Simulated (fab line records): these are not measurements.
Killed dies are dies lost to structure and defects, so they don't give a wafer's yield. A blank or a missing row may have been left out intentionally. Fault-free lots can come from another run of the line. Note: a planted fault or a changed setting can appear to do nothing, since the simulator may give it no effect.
Chamber matching | flow nand_harc | ald_hk-04 running NHARC_A_CHANNEL_FILL_D2_ALD_16: 4 sister chambers
The step deposits SiO2, target thk 1.5 nm, pulse time 10 s, ald cycles 15. 4 wafers are shown with their chamber, then 12 later ones without.

== EACH WAFER AND ITS CHAMBER ==
wafer  | chamber | heater_power_outer_w (W)
L085.1 | 1       | 244
L089.2 | 3       | 249
L090.4 | 2       | 234
L090.5 | 0       | 295

== WAFERS WHOSE CHAMBER IS MISSING ==
wafer  | heater_power_outer_w (W)
L092.1 | 244
L092.4 | 252
L092.6 | 281
L093.2 | 246
L093.4 | 247
L093.6 | 248
L096.1 | 289
L096.3 | 249
L096.6 | 237
L097.1 | 283
L097.4 | 243
L097.5 | 243

== CHAMBER TAKEN BY EACH ==
wafer  | from the rows above          | in truth
L092.1 | can't be placed: 1 or 3 or 2 | 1
L092.4 | can't be placed: 3 or 1      | 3
L092.6 | 0                            | 0
L093.2 | can't be placed: 1 or 3 or 2 | 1
L093.4 | can't be placed: 3 or 1 or 2 | 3
L093.6 | can't be placed: 3 or 1      | 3
L096.1 | 0                            | 0
L096.3 | can't be placed: 3 or 1      | 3
L096.6 | can't be placed: 2 or 1 or 3 | 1
L097.1 | 0                            | 0
L097.4 | can't be placed: 1 or 3 or 2 | 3
L097.5 | can't be placed: 1 or 3 or 2 | 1
Correct placement for 3 of the 12. Unplaceable from these rows: 9, with the true chamber sitting among the candidates in 9. Placed wrongly: 0.
How it was worked out, from the rows above alone: a wafer's distance from a chamber is the root of the sum, over the readings, of the square of ((its reading less the chamber's mean) divided by the reading's scatter). The wafer belongs to the nearest chamber; if the next one is less than 2 further off, it can't be placed. For every chamber, the mean is computed from those of its wafers that are shown. The scatter (one wafer shown for each chamber): square how far every hidden wafer sits from the nearest shown wafer, average those squares and take the square root.
